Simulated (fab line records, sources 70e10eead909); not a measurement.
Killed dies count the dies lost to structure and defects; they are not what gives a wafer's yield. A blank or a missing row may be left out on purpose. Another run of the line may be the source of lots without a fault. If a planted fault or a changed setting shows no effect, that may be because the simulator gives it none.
Matching of chambers    flow nand-harc    NHARC_A_STAIRCASE_DESCUM_219 on rie-diel-07: 4 sister chambers
The step chemistry O2, time 3 s. 8 wafers are shown with their chamber, then 12 later ones without.

== WAFERS, EACH WITH ITS CHAMBER ==
wafer   chamber  showerhead-plenum-p-Torr (Torr)  drypump-motor-current-A (A)
L088.4  1        1.89                             6.0
L089.3  1        1.89                             6.0
L090.6  2        1.79                             5.6
L093.4  2        1.78                             5.6
L093.5  0        1.88                             5.1
L095.1  3        1.97                             5.8
L095.4  0        1.88                             5.1
L095.6  3        1.97                             5.9

== WAFERS WHOSE CHAMBER IS MISSING ==
wafer   showerhead-plenum-p-Torr (Torr)  drypump-motor-current-A (A)
L096.2  1.96                             5.9
L096.5  1.88                             6.0
L096.6  1.96                             5.8
L096.1  1.78                             5.6
L096.3  1.88                             6.0
L096.4  1.78                             5.6
L097.1  1.78                             5.7
L097.4  1.78                             5.7
L097.6  1.96                             5.8
L097.2  1.96                             5.9
L097.3  1.88                             6.0
L097.5  1.88                             6.0

== EACH ONE'S CHAMBER ==
wafer   from the rows above  in truth
L096.2  3                    3
L096.5  1                    1
L096.6  3                    3
L096.1  2                    2
L096.3  1                    1
L096.4  2                    2
L097.1  2                    2
L097.4  2                    2
L097.6  3                    3
L097.2  3                    3
L097.3  1                    1
L097.5  1                    1
Correct placement for 12 of the 12. From these rows, 0 cannot be placed. Number placed wrongly: 0.
How it was worked out, from the rows above alone: a wafer's distance from a chamber is the root of the sum, over the readings, of the square of ((its reading less the chamber's mean) divided by the reading's scatter). The wafer belongs to the nearest chamber; if the next one is less than 2 further off, it can't be placed. A chamber's mean is the mean of its shown wafers. How the scatter is found: for the shown wafers, subtract from each reading the mean of its chamber, square and add these, divide the total by (wafers less chambers), then take the root.
